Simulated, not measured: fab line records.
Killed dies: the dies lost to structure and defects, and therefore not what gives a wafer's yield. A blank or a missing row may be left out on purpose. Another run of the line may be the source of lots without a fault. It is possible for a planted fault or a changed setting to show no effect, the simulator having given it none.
Which tool is to blame?    flow n5Finfet    24 lots with 72 wafers sampled at 4 steps, on a route of 1938 steps

== WHAT THE GAUGES SHOWED, per wafer ==
N5_BEOL_M2_THK_MEAS_01.
lot   measured      on            M2_ILD_THK (nm)
L075  day 6 17:41   filmMetro-01  77.9 79.7 79.2
L076  day 7 03:55   filmMetro-01  77.9 79.3 78.3
L077  day 7 07:44   filmMetro-02  78.5 79.6 78.9
L074  day 7 16:05   filmMetro-01  79.1 77.3 78.3
L079  day 7 18:38   filmMetro-01  79.2 79.1 80.1
L078  day 7 19:07   filmMetro-01  79.8 77.0 79.5
L080  day 7 20:51   filmMetro-02  76.2 77.5 79.2
L081  day 8 02:49   filmMetro-01  80.0 80.3 81.4
L082  day 8 12:40   filmMetro-02  78.1 78.3 79.8
L083  day 8 23:56   filmMetro-01  78.0 77.4 78.9
L084  day 9 07:20   filmMetro-02  79.1 76.7 79.5
L085  day 9 10:55   filmMetro-02  78.6 78.2 80.1
L086  day 9 22:17   filmMetro-02  78.6 79.5 80.3
L087  day 10 02:32  filmMetro-02  79.0 79.7 80.6
L088  day 10 04:59  filmMetro-02  78.5 77.7 80.1
L089  day 10 05:37  filmMetro-02  77.2 78.1 78.7
L090  day 10 11:20  filmMetro-02  76.6 77.9 77.1
L091  day 10 14:41  filmMetro-01  76.6 78.2 80.9
L092  day 10 22:52  filmMetro-02  77.7 79.2 80.0
L093  day 11 05:28  filmMetro-01  78.3 76.7 80.2
L094  day 11 08:40  filmMetro-02  76.9 78.0 77.7
L096  day 11 21:26  filmMetro-02  79.0 80.1 81.0
L095  day 11 23:44  filmMetro-02  78.5 78.6 80.2
L097  day 12 04:35  filmMetro-02  75.4 77.9 77.3

== EACH LOT AND THE TOOL THAT RAN IT (in order: tool; ch and the chambers of the sampled wafers; start) ==
lot   N5_BEOL_M1_ETCH_70                 N5_BEOL_M1_SURFACE_TREAT_85  N5_BEOL_M1_ANNEAL_80
L075  rieDiel-01 ch 0,3, day 6 13:08     pvdSputter-03, day 6 14:16   pvdSputter-02, day 6 15:02
L076  rieDiel-02 ch 1,2,3, day 6 22:37   pvdSputter-03, day 7 00:42   pvdSputter-02, day 7 01:14
L077  rieDiel-01 ch 0,1,3, day 7 03:29   pvdSputter-01, day 7 04:33   pvdSputter-02, day 7 05:06
L074  rieDiel-04 ch 0,1,2, day 7 11:32   pvdSputter-03, day 7 12:43   pvdSputter-03, day 7 13:20
L079  rieDiel-01 ch 0,2, day 7 14:18     pvdSputter-03, day 7 15:27   pvdSputter-01, day 7 15:59
L078  rieDiel-02 ch 0,2,3, day 7 14:47   pvdSputter-02, day 7 15:40   pvdSputter-03, day 7 16:33
L080  rieDiel-02 ch 0,2,3, day 7 15:07   pvdSputter-01, day 7 17:34   pvdSputter-01, day 7 18:13
L081  rieDiel-02 ch 0,3, day 7 20:34     pvdSputter-02, day 7 21:58   pvdSputter-02, day 8 00:09
L082  rieDiel-01 ch 1,2, day 8 08:16     pvdSputter-02, day 8 09:26   pvdSputter-02, day 8 09:59
L083  rieDiel-02 ch 1,2,3, day 8 17:07   pvdSputter-03, day 8 18:07   pvdSputter-02, day 8 21:04
L084  rieDiel-04 ch 0,1,3, day 9 01:45   pvdSputter-01, day 9 03:14   pvdSputter-03, day 9 04:42
L085  rieDiel-01 ch 0,1,2, day 9 05:58   pvdSputter-01, day 9 07:20   pvdSputter-03, day 9 08:10
L086  rieDiel-01 ch 1,3, day 9 17:37     pvdSputter-01, day 9 18:50   pvdSputter-02, day 9 19:36
L087  rieDiel-01 ch 0,2,3, day 9 22:02   pvdSputter-03, day 9 23:23   pvdSputter-01, day 9 23:55
L088  rieDiel-01 ch 0,1,3, day 9 22:29   pvdSputter-01, day 10 01:27  pvdSputter-02, day 10 02:03
L089  rieDiel-04 ch 2,3, day 10 01:28    pvdSputter-01, day 10 02:23  pvdSputter-03, day 10 02:58
L090  rieDiel-01 ch 0,1,3, day 10 06:58  pvdSputter-01, day 10 08:08  pvdSputter-02, day 10 08:41
L091  rieDiel-01 ch 0,3, day 10 10:15    pvdSputter-03, day 10 11:25  pvdSputter-03, day 10 12:02
L092  rieDiel-04 ch 0,3, day 10 17:57    pvdSputter-01, day 10 19:24  pvdSputter-01, day 10 20:13
L093  rieDiel-02 ch 0,2,3, day 11 00:52  pvdSputter-03, day 11 02:07  pvdSputter-03, day 11 02:48
L094  rieDiel-04 ch 1,3, day 11 04:21    pvdSputter-02, day 11 05:25  pvdSputter-03, day 11 05:58
L096  rieDiel-01 ch 0,1,3, day 11 16:24  pvdSputter-01, day 11 18:12  pvdSputter-03, day 11 18:48
L095  rieDiel-04 ch 1,3, day 11 18:09    pvdSputter-01, day 11 19:58  pvdSputter-03, day 11 20:38
L097  rieDiel-01 ch 0,2,3, day 11 22:23  pvdSputter-01, day 12 01:05  pvdSputter-01, day 12 01:56
- N5_BEOL_M1_ETCH_70: etches SOC in N2/H2, target depth 80 nm, overetch 16 nm, time 120 s.
- N5_BEOL_M1_SURFACE_TREAT_85
- N5_BEOL_M1_ANNEAL_80: time 240 s.

== WHAT THE TOOLS THEMSELVES READ (means of the sampled wafers that have a number; where no wafer has one, the mark that the record gives instead) ==
N5_BEOL_M1_ETCH_70.
lot   tool        drypumpMotorCurrentA (A)  oesProductAu (a.u.)  rfVppV (V)  showerheadPlenumPTorr (Torr)  throttleValvePct (%)
L075  rieDiel-01  5.9                       0.62                 524.0       2.50                          17.37
L076  rieDiel-02  5.9                       0.62                 526.2       2.59                          17.77
L077  rieDiel-01  5.9                       0.65                 523.7       2.53                          17.55
L074  rieDiel-04  5.6                       0.61                 525.1       2.57                          17.87
L079  rieDiel-01  5.7                       0.65                 521.5       2.48                          17.54
L078  rieDiel-02  5.9                       0.60                 525.6       2.62                          17.97
L080  rieDiel-02  5.9                       0.59                 525.3       2.62                          17.97
L081  rieDiel-02  5.7                       0.54                 524.7       2.60                          18.24
L082  rieDiel-01  6.5                       0.65                 523.7       2.54                          17.74
L083  rieDiel-02  5.9                       0.60                 525.2       2.58                          17.79
L084  rieDiel-04  5.9                       0.61                 524.0       2.56                          17.84
L085  rieDiel-01  6.1                       0.64                 522.6       2.51                          17.66
L086  rieDiel-01  6.3                       0.63                 525.5       2.55                          17.67
L087  rieDiel-01  6.1                       0.60                 522.1       2.48                          17.50
L088  rieDiel-01  5.9                       0.63                 522.6       2.52                          17.58
L089  rieDiel-04  6.0                       0.58                 520.9       2.43                          17.63
L090  rieDiel-01  5.9                       0.62                 523.3       2.52                          17.60
L091  rieDiel-01  5.9                       0.59                 522.9       2.49                          17.41
L092  rieDiel-04  6.3                       0.57                 524.4       2.57                          17.91
L093  rieDiel-02  5.9                       0.63                 525.6       2.61                          17.87
L094  rieDiel-04  6.1                       0.62                 523.1       2.49                          17.69
L096  rieDiel-01  5.9                       0.62                 523.2       2.51                          17.61
L095  rieDiel-04  5.6                       0.63                 524.3       2.55                          17.83
L097  rieDiel-01  6.1                       0.59                 522.1       2.47                          17.53

N5_BEOL_M1_ANNEAL_80.
lot   tool           heaterPowerW (W)  susceptor_temp_C_max
L075  pvdSputter-02  804               400.9
L076  pvdSputter-02  860               400.7
L077  pvdSputter-02  844               400.8
L074  pvdSputter-03  855               401.2
L079  pvdSputter-01  732               400.8
L078  pvdSputter-03  853               401.3
L080  pvdSputter-01  845               400.5
L081  pvdSputter-02  884               401.1
L082  pvdSputter-02  764               400.7
L083  pvdSputter-02  802               400.8
L084  pvdSputter-03  782               401.1
L085  pvdSputter-03  851               401.5
L086  pvdSputter-02  782               401.1
L087  pvdSputter-01  861               400.7
L088  pvdSputter-02  846               400.7
L089  pvdSputter-03  785               401.1
L090  pvdSputter-02  790               401.1
L091  pvdSputter-03  783               401.2
L092  pvdSputter-01  851               400.6
L093  pvdSputter-03  798               401.4
L094  pvdSputter-03  787               401.1
L096  pvdSputter-03  771               401.3
L095  pvdSputter-03  871               401.4
L097  pvdSputter-01  797               400.9

== THE ANSWER, worked out from the rows above alone ==
Rule: the lots themselves supply what counts as usual. The widest of any qualifying gaps counts: lots, ordered by their means at a reading, are off when they make up no more than a third of the lots, leave a main group of 4 or more, and stand apart from it by 3 or more times the standard deviation of that group's means. If all means in a main group match to the digits the tables above print for the reading, that group is not used. A lot without any number at a reading at which 4 lots or more have one is off too. The other lots that the step has rows for count as sound. After the gauges, taken in route order, come the tools' own readings; for these a lot's mean is taken, as printed above. At the first step where some lot is off, the reading lying furthest off is the one used; lots without a number count as furthest.
None of the lots is off at any reading shown; this tells nothing.

== WHAT THE SIMULATOR HAD INSERTED ==
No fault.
